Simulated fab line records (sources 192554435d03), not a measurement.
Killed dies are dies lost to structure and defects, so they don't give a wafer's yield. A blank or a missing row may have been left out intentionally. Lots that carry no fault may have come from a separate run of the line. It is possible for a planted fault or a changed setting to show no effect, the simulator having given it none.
fab line records	flow n5-finfet
[record] lots = 7	wafers = 21
route steps=1938 shown BEOL_M3@941 BEOL_M5@1116 BEOL_M6@1204
start-h: start of the lot's first displayed wafer, in hours after the record's first day	wait-h: hours from the lot's prior step to this one	" the same as in the row above	L1.1+2: a single row standing in for several wafers	- no value, or no start given	* or withheld: withheld	< > ~ a bound
route shown NAME@n: NAME is a module with steps in the file, n the number in the route of the first one	usual: the fault-free wafers' mean and standard deviation	same: alike in all rows	chamber/n: place in a boat	sites: readings site by site	_std_site: the values' standard deviation	_edge_site: the outer-site mean with the inner-site mean subtracted	radius-mm: for every site, how far away it sits from the centre of the wafer	mask NAME#n: copy n	behind: the last tool/chamber to shape the wafer	hold: cause of the lot's hold/its duration in hours/its outcome	device: transistor that didn't switch, given as n, p or np	end of line: at the end of the route, the tests of the same wafers	for a step that has no rows: nothing shown but its recipe	killed: not the wafer's yield, but the dies lost to structure and defects at the first sort	map: a wafer's dies, x killed, . not, _ none there
set.NAME: the run value of the setting; set.NAME@STEP: its run value at that earlier step	model.NAME: the simulator's own value behind a step, which no gauge read
lots run with intentionally changed settings; tables by step, rows by wafer
[[steps]]
[step N5_BEOL_M3_EXPOSE_08]
[recipe] mask-id = M3	na = 0.33	source-shape = dipole	sigma-inner = 0.369	sigma-outer = 0.767	polarization = unpolarized	dose-mj = 33
lot.wafer	tool	chamber	start-h	wait-h	mask	set.dose-mj
L075.3+4	euv-scanner-01	0	168.38	-	M3#0	33
L075.6	"	0	"	"	M3#0	32.22
L078.3+4	euv-scanner-01	0	168.97	-	M3#0	33
L078.6	"	0	"	"	M3#0	34.02
L080.1+2+4	euv-scanner-02	0	174.43	-	M3#0	33
L079.3	euv-scanner-02	0	177.20	-	M3#0	33
L079.4+6	"	0	"	"	M3#0	30.8
L086.2+3+5	euv-scanner-02	0	225.85	-	M3#0	33
L090.1+4+6	euv-scanner-02	0	235.83	-	M3#0	33
L093.1+2+6	euv-scanner-01	0	270.52	-	M3#0	33
[step N5_BEOL_M3_PEB_09]
[recipe] peb-temp-c = 100	peb-time-s = 60	resist = CAR-EUV
[step N5_BEOL_M3_DEVELOP_10]
[recipe] develop-time-s = 30	developer = TMAH	resist = CAR-EUV	rinse-liquid = surfactant-rinse	dry = air-spin	dev-temp-c = 23
[step N5_BEOL_M3_ETCH_74]
[recipe] chemistry = N2/H2	target = underlayer	target-depth-a = 65	mask-material = CAR-EUV	time-s = 5.2	ion-energy-ev = 200	pressure-mtorr = 30	source-w = 840	bias-w = 150	n2-flow-sccm = 200	h2-flow-sccm = 200	ends = cleared
[step N5_BEOL_M3_ETCH_63]
[recipe] chemistry = CF4	target = SiARC	target-depth-a = 156	mask-material = CAR-EUV	time-s = 26	ion-energy-ev = 80	pressure-mtorr = 40	source-w = 545	bias-w = 36	Ar_flow_sccm = 100	cf4-flow-sccm = 100	ends = cleared
[step N5_BEOL_M3_ETCH_64]
[recipe] chemistry = N2/H2	target = SOC	target-depth-a = 750	overetch-a = 150	mask-material = SiARC	temp-c = 40	time-s = 112.5	ion-energy-ev = 200	pressure-mtorr = 30	source-w = 840	bias-w = 150	n2-flow-sccm = 200	h2-flow-sccm = 200
lot.wafer	tool	chamber	start-h	wait-h	set.spin-rpm@BEOL_M3_COAT_61	model.etch.depth-nm
L075.3	rie-diel-03	3	168.95	0.0	1500	59.93
L075.4	"	0	"	"	1395	62.14
L075.6	"	3	"	"	1395	62
L078.3	rie-diel-03	2	169.28	0.0	1500	60.01
L078.4	"	1	"	"	1500	60.11
L078.6	"	0	"	"	1500	60.08
L080.1	rie-diel-03	2	174.76	0.0	1420	61.56
L080.2	"	1	"	"	1500	60.02
L080.4	"	0	"	"	1500	59.92
L079.3	rie-diel-06	0	177.52	0.0	1500	59.95
L079.4	"	2	"	"	1500	60.22
L079.6	"	0	"	"	1500	60.26
L086.2	rie-diel-01	2	226.18	0.0	1500	60.14
L086.3	"	0	"	"	1500	60.07
L086.5	"	2	"	"	1500	60.17
L090.1	rie-diel-01	1	236.37	0.0	1500	60.14
L090.4	"	0	"	"	1500	60.16
L090.6	"	0	"	"	1403	62.16
L093.1	rie-diel-06	3	270.84	0.0	1615	57.91
L093.2	"	1	"	"	1615	57.76
L093.6	"	0	"	"	1615	57.65
[step N5_BEOL_M3_STRIP_65]
[recipe] chemistry = N2/H2	temp-c = 40	n2-flow-sccm = 200	h2-flow-sccm = 200	rf-frequency-hz = 6e+07
[step N5_BEOL_M3_STRIP_75]
[recipe] chemistry = N2/H2	temp-c = 40	n2-flow-sccm = 200	h2-flow-sccm = 200	rf-frequency-hz = 6e+07
[step N5_BEOL_M3_STRIP_66]
[recipe] chemistry = CF4	resist = SiARC	power-w = 300	bias-power-w = 75	pressure-mtorr = 50	cf4-flow-sccm = 150	rf-frequency-hz = 6e+07
[step N5_BEOL_M3_HM_OPEN_17]
[recipe] chemistry = Cl2/BCl3	target-depth-a = 200	overetch-a = 60	target = TiN	mask-material = SOC	ion-energy-ev = 150	pressure-mtorr = 10	icp-w = 1000	bias-w = 126	Cl2_flow_sccm = 53.25	bcl3-flow-sccm = 21.75	Ar_flow_sccm = 25
lot.wafer	tool	chamber	start-h	wait-h	set.spin-rpm@BEOL_M3_COAT_61	model.SOC_of_BEOL_M3_COAT_61.thk-nm
L075.3	rie-metal-03	0	169.14	0.1	1500	51.8
L075.4+6	"	1	"	"	1395	54.2
L078.3+4+6	rie-metal-03	1,0,0	169.48	0.1	1500	52.2
L080.1	rie-metal-03	0	174.93	0.0	1420	53.6
L080.2	"	1	"	"	1500	52.2
L080.4	"	1	"	"	1500	52
L079.3+4	rie-metal-03	1,0	177.71	0.1	1500	52.2
L079.6	"	1	"	"	1500	52.4
L086.2	rie-metal-03	0	226.34	0.0	1500	52.2
L086.3	"	0	"	"	1500	52
L086.5	"	1	"	"	1500	52.4
L090.1	rie-metal-01	0	236.54	0.0	1500	52.4
L090.4	"	1	"	"	1500	52.6
L090.6	"	1	"	"	1403	54.6
L093.1	rie-metal-02	1	271.01	0.0	1615	50.2
L093.2	"	0	"	"	1615	49.8
L093.6	"	0	"	"	1615	49.6
[step N5_BEOL_M5_HM_DEP_02]
[recipe] material = TiN	target-thk-a = 200	temp-c = 25	chamber-pressure-pa = 0.49996
lot.wafer	tool	chamber	start-h	wait-h	set.target-thk-a	model.TiN_of_BEOL_M5_HM_DEP_02.thk-nm
L075.3	pvd-sputter-01	-	193.72	0.0	200	20.8
L075.4	"	-	"	"	184.1	19
L075.6	"	-	"	"	200	20.4
L078.3+6	pvd-sputter-02	-	197.06	0.0	220.3	22
L078.4	"	-	"	"	220.3	22.2
L080.1	pvd-sputter-02	-	199.94	1.4	200	19.8
L080.2	"	-	"	"	210.3	20.8
L080.4	"	-	"	"	200	19.6
L079.3	pvd-sputter-02	-	200.58	1.6	200	19.8
L079.4+6	"	-	"	"	184.9	18.4
L086.2	pvd-sputter-03	-	244.47	2.0	200	20.4
L086.3+5	"	-	"	"	200	20
L090.1	pvd-sputter-02	-	255.56	1.1	200	20
L090.4	"	-	"	"	200	20.4
L090.6	"	-	"	"	200	20.2
L093.1	pvd-sputter-02	-	288.04	0.5	200	20
L093.2+6	"	-	"	"	219.6	22.2
[step N5_BEOL_M5_COAT_71]
[recipe] resist = underlayer	temp-c = 205	time-s = 60	spin-rpm = 1500	resist-thk-nm = 5
lot.wafer	tool	chamber	start-h	wait-h	set.spin-rpm
L075.3+4+6	litho-track-03	0	-	-	1500
L078.3+4	litho-track-04	0	-	-	1500
L078.6	"	0	"	"	1622
L080.1+2	litho-track-01	0	-	-	1440
L080.4	"	0	"	"	1500
L079.3+6	litho-track-04	0	-	-	1601
L079.4	"	0	"	"	1500
L086.2+3+5	litho-track-04	0	-	-	1500
L090.1+4	litho-track-01	0	-	-	1425
L090.6	"	0	"	"	1500
L093.1	litho-track-01	0	-	-	1423
L093.2+6	"	0	"	"	1500
[step N5_BEOL_M5_COAT_05]
[recipe] resist = CAR-EUV	spin-rpm = 1500	resist-thk-nm = 30
[step N5_BEOL_M5_EBR_07]
[recipe] solvent = PGMEA	ebr-width-mm = 1.5
[step N5_BEOL_M5_DESCUM_16]
[recipe] chemistry = O2	time-s = 7	source-power-w = 50	bias-power-w = 20	pressure-mtorr = 20	rf-frequency-hz = 2.712e+07	temp-c = 40	resist = CAR-EUV	o2-flow-sccm = 225
[step N5_BEOL_M5_ETCH_72]
[recipe] chemistry = N2/H2	target = underlayer	target-depth-a = 65	mask-material = CAR-EUV	time-s = 5.2	ion-energy-ev = 200	pressure-mtorr = 30	source-w = 840	bias-w = 150	n2-flow-sccm = 200	h2-flow-sccm = 200	ends = cleared
lot.wafer	tool	chamber	start-h	wait-h	set.spin-rpm@BEOL_M5_COAT_71	model.etch.depth-nm
L075.3	rie-diel-06	2	194.39	0.0	1500	5.004
L075.4	"	3	"	"	1500	4.99
L075.6	"	1	"	"	1500	4.989
L078.3	rie-diel-01	1	197.61	0.0	1500	5.001
L078.4	"	2	"	"	1500	5
L078.6	"	2	"	"	1622	4.815
L080.1	rie-diel-03	1	200.49	0.0	1440	5.106
L080.2	"	3	"	"	1440	5.123
L080.4	"	2	"	"	1500	5.011
L079.3	rie-diel-03	2	201.13	0.0	1601	4.845
L079.4	"	2	"	"	1500	4.995
L079.6	"	3	"	"	1601	4.843
L086.2+5	rie-diel-01	1	245.06	0.0	1500	4.991
L086.3	"	2	"	"	1500	5.006
L090.1	rie-diel-01	2	256.24	0.0	1425	5.143
L090.4	"	1	"	"	1425	5.159
L090.6	"	3	"	"	1500	5.02
L093.1	rie-diel-01	3	289.68	0.0	1423	5.128
L093.2	"	0	"	"	1500	5.014
L093.6	"	0	"	"	1500	4.989
[step N5_BEOL_M5_ETCH_61]
[recipe] chemistry = CF4	target = SiARC	target-depth-a = 156	mask-material = CAR-EUV	time-s = 26	ion-energy-ev = 80	pressure-mtorr = 40	source-w = 545	bias-w = 36	Ar_flow_sccm = 100	cf4-flow-sccm = 100	ends = cleared
[step N5_BEOL_M5_ETCH_62]
[recipe] chemistry = N2/H2	target = SOC	target-depth-a = 750	overetch-a = 150	mask-material = SiARC	temp-c = 40	time-s = 112.5	ion-energy-ev = 200	pressure-mtorr = 30	source-w = 840	bias-w = 150	n2-flow-sccm = 200	h2-flow-sccm = 200
[step N5_BEOL_M5_STRIP_73]
[recipe] chemistry = N2/H2	temp-c = 40	n2-flow-sccm = 200	h2-flow-sccm = 200	rf-frequency-hz = 6e+07
[step N5_BEOL_M5_STRIP_64]
[recipe] chemistry = CF4	resist = SiARC	power-w = 300	bias-power-w = 75	pressure-mtorr = 50	cf4-flow-sccm = 150	rf-frequency-hz = 6e+07
[step N5_BEOL_M5_HM_OPEN_17]
[recipe] chemistry = Cl2/BCl3	target-depth-a = 200	overetch-a = 60	target = TiN	mask-material = SOC	ion-energy-ev = 150	pressure-mtorr = 10	icp-w = 1000	bias-w = 126	Cl2_flow_sccm = 53.25	bcl3-flow-sccm = 21.75	Ar_flow_sccm = 25
lot.wafer	tool	chamber	start-h	wait-h	set.target-thk-a@BEOL_M5_HM_DEP_02	model.etch.depth-nm
L075.3	rie-metal-02	0	194.63	0.1	200	20.76
L075.4	"	1	"	"	184.1	18.92
L075.6	"	0	"	"	200	20.4
L078.3	rie-metal-02	0	197.85	0.1	220.3	22.02
L078.4	"	1	"	"	220.3	22.1
L078.6	"	1	"	"	220.3	22.03
L080.1	rie-metal-03	0	200.70	0.0	200	19.72
L080.2	"	1	"	"	210.3	20.72
L080.4	"	1	"	"	200	19.67
L079.3	rie-metal-02	1	201.37	0.1	200	19.81
L079.4	"	0	"	"	184.9	18.32
L079.6	"	1	"	"	184.9	18.48
L086.2	rie-metal-01	0	245.27	0.0	200	20.34
L086.3	"	1	"	"	200	20.01
L086.5	"	1	"	"	200	19.94
L090.1	rie-metal-02	1	256.45	0.0	200	19.92
L090.4	"	0	"	"	200	20.33
L090.6	"	1	"	"	200	20.13
L093.1	rie-metal-01	0	289.99	0.0	200	20.05
L093.2	"	1	"	"	219.6	22.24
L093.6	"	0	"	"	219.6	22.3
[step N5_BEOL_M6_EXPOSE_08]
[recipe] mask-id = M6	na = 1.35	source-shape = dipole	sigma-inner = 0.817	sigma-outer = 0.97	polarization = te	dose-mj = 68.25
lot.wafer	tool	chamber	start-h	wait-h	mask	set.dose-mj
L075.3+4+6	arfi-scanner-03	0	207.21	-	M6#0	68.25
L078.3+4+6	arfi-scanner-02	0	209.68	-	M6#0	68.25
L080.1	arfi-scanner-03	0	212.15	-	M6#0	68.25
L080.2+4	"	0	"	"	M6#0	70.7
L079.3	arfi-scanner-03	0	212.21	-	M6#0	68.25
L079.4+6	"	0	"	"	M6#0	64.68
L086.2+3+5	arfi-scanner-02	0	256.03	-	M6#0	68.25
L090.1+4+6	arfi-scanner-03	0	270.89	-	M6#0	68.25
L093.1+2+6	arfi-scanner-03	0	300.35	-	M6#0	68.25
[step N5_BEOL_M6_PEB_09]
[recipe] peb-temp-c = withheld	peb-time-s = 60	resist = CAR-ArF
[step N5_BEOL_M6_DEVELOP_10]
[recipe] develop-time-s = 30	developer = TMAH	resist = CAR-ArF	rinse-liquid = diw	dry = air-spin	dev-temp-c = 23
[step N5_BEOL_M6_CD_MEAS_11]
[recipe] target-cd-nm = 38.5	landing-energy-ev = 500	detector = se-inlens	polarity = opening
[usual] cd-nm = 38.1/0.54
lot.wafer	tool	chamber	start-h	wait-h	set.dose-mj@BEOL_M6_EXPOSE_08	cd-nm
L075.3	cd-sem-01	0	207.33	-	68.25	37.7
L075.4	"	0	"	"	68.25	37.5
L075.6	"	0	"	"	68.25	38.2
L078.3	cd-sem-02	0	209.80	-	68.25	37.5
L078.4	"	0	"	"	68.25	37.9
L078.6	"	0	"	"	68.25	37.5
L080.1	cd-sem-03	0	212.28	-	68.25	38.6
L080.2	"	0	"	"	70.7	41.0
L080.4	"	0	"	"	70.7	40.6
L079.3	cd-sem-01	0	212.33	-	68.25	37.6
L079.4	"	0	"	"	64.68	35.1
L079.6	"	0	"	"	64.68	35.8
L086.2	cd-sem-03	0	256.16	-	68.25	38.0
L086.3	"	0	"	"	68.25	37.7
L086.5	"	0	"	"	68.25	37.6
L090.1	cd-sem-01	0	271.02	-	68.25	36.9
L090.4	"	0	"	"	68.25	38.0
L090.6	"	0	"	"	68.25	38.1
L093.1	cd-sem-03	0	300.48	-	68.25	36.9
L093.2	"	0	"	"	68.25	37.1
L093.6	"	0	"	"	68.25	37.1
[step N5_BEOL_M6_TRENCH_ETCH_37]
[recipe] chemistry = C4F6/O2	target-depth-a = 944.35	target = SiCOH_lowk	time-s = 31.5	ion-energy-ev = 250	pressure-mtorr = 30	source-w = 345	bias-w = 185	Ar_flow_sccm = 300	C4F6_flow_sccm = 10	O2_flow_sccm = 10
lot.wafer	tool	chamber	start-h	wait-h	set.time-s	model.etch.depth-nm	model.BEOL_M6.feature-depth-nm
L075.3	rie-diel-02	3	-	-	31.5	95.27	95.2
L075.4	"	0	"	"	25.5	75.89	75.8
L075.6	"	0	"	"	25.5	76.05	76
L078.3	rie-diel-05	3	-	-	25.89	76.15	76.2
L078.4	"	3	"	"	31.5	93.47	93.4
L078.6	"	0	"	"	31.5	94.64	94.6
L079.3	rie-diel-02	1	-	-	31.5	94.12	94.2
L079.4	"	0	"	"	31.5	93.22	93.2
L079.6	"	2	"	"	31.5	93.65	93.6
L080.1	rie-diel-02	1	-	-	31.5	94.31	94.4
L080.2	"	2	"	"	31.5	93.91	94
L080.4	"	0	"	"	31.5	93.57	93.6
L086.2	rie-diel-04	0	-	-	31.5	91.29	91.2
L086.3	"	3	"	"	31.5	91.36	91.4
L086.5	"	1	"	"	31.5	92.49	92.4
L090.1	rie-diel-05	3	-	-	24.81	72.48	72.4
L090.4	"	1	"	"	24.81	73.14	73.2
L090.6	"	3	"	"	31.5	92.03	92
L093.1	rie-diel-04	3	-	-	25.99	76.72	76.8
L093.2	"	0	"	"	31.5	92.84	92.8
L093.6	"	0	"	"	25.99	75.97	76
[step N5_BEOL_M6_ETCH_41]
[recipe] chemistry = CH3F/O2	target = SiCN	target-depth-a = 297	taper-deg = 2	time-s = 52	ion-energy-ev = 120	mask-material = TiN	pressure-mtorr = 30	source-w = 395	bias-w = 75	Ar_flow_sccm = 150	CH3F_flow_sccm = 30	O2_flow_sccm = 20
[step N5_BEOL_M6_STRIP_80]
[recipe] chemistry = N2/H2	time-s = 10	power-w = 450	temp-c = 40	pressure-mtorr = 20	rf-frequency-hz = 6e+07	bias-power-w = 7	n2-flow-sccm = 200	h2-flow-sccm = 200
[step N5_BEOL_M6_OCD_MEAS_38]
[usual] trench-depth-nm = 93.3/1.2
lot.wafer	tool	chamber	start-h	wait-h	set.time-s@BEOL_M6_TRENCH_ETCH_37	trench-depth-nm
L075.3	ocd-01	-	209.01	-	31.5	95.0
L075.4	"	-	"	"	25.5	75.6
L075.6	"	-	"	"	25.5	76.0
L078.3	ocd-01	-	211.67	-	25.89	76.2
L078.4	"	-	"	"	31.5	93.1
L078.6	"	-	"	"	31.5	94.6
L079.3	ocd-01	-	216.91	-	31.5	94.7
L079.4	"	-	"	"	31.5	92.9
L079.6	"	-	"	"	31.5	93.3
L080.1	ocd-01	-	217.30	-	31.5	94.3
L080.2	"	-	"	"	31.5	94.1
L080.4	"	-	"	"	31.5	94.0
L086.2	ocd-01	-	261.25	-	31.5	91.1
L086.3	"	-	"	"	31.5	91.7
L086.5	"	-	"	"	31.5	92.1
L090.1	ocd-01	-	273.66	-	24.81	72.8
L090.4	"	-	"	"	24.81	73.3
L090.6	"	-	"	"	31.5	92.3
L093.1	ocd-01	-	304.59	-	25.99	76.7
L093.2	"	-	"	"	31.5	92.6
L093.6	"	-	"	"	25.99	76.9
[[key]]
[split] step = N5_BEOL_M3_EXPOSE_08	setting = dose-mj	stated = 33	by = wafer
response none clear
[split] step = N5_BEOL_M5_HM_DEP_02	setting = target-thk-a	stated = 200	by = wafer
[response] step = N5_BEOL_M5_HM_DEP_02	reading = model.TiN_of_BEOL_M5_HM_DEP_02.thk-nm	change = +0.208	per = 1%	r = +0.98
[response] step = N5_BEOL_M5_HM_OPEN_17	reading = model.etch.depth-nm	change = +0.21	per = 1%	r = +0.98
[split] step = N5_BEOL_M5_COAT_71	setting = spin-rpm	stated = 1500	by = wafer
[response] step = N5_BEOL_M5_ETCH_72	reading = model.etch.depth-nm	change = -0.0237	per = 1%	r = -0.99
[split] step = N5_BEOL_M6_EXPOSE_08	setting = dose-mj	stated = 68.25	by = wafer
[response] step = N5_BEOL_M6_CD_MEAS_11	reading = cd-nm	change = +0.477	per = 1%	r = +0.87
[split] step = N5_BEOL_M6_TRENCH_ETCH_37	setting = time-s	stated = 31.5	by = wafer
[response] step = N5_BEOL_M6_TRENCH_ETCH_37	reading = model.etch.depth-nm	change = +0.963	per = 1%	r = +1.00
[response] step = N5_BEOL_M6_TRENCH_ETCH_37	reading = model.BEOL_M6.feature-depth-nm	change = +0.96	per = 1%	r = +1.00
[response] step = N5_BEOL_M6_OCD_MEAS_38	reading = trench-depth-nm	change = +0.95	per = 1%	r = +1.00
split outside-this-file step=N5_BEOL_M3_COAT_61 setting=spin-rpm
// split outside-this-file: this setting was split too, and the file shows its column; the key of that split is in another file
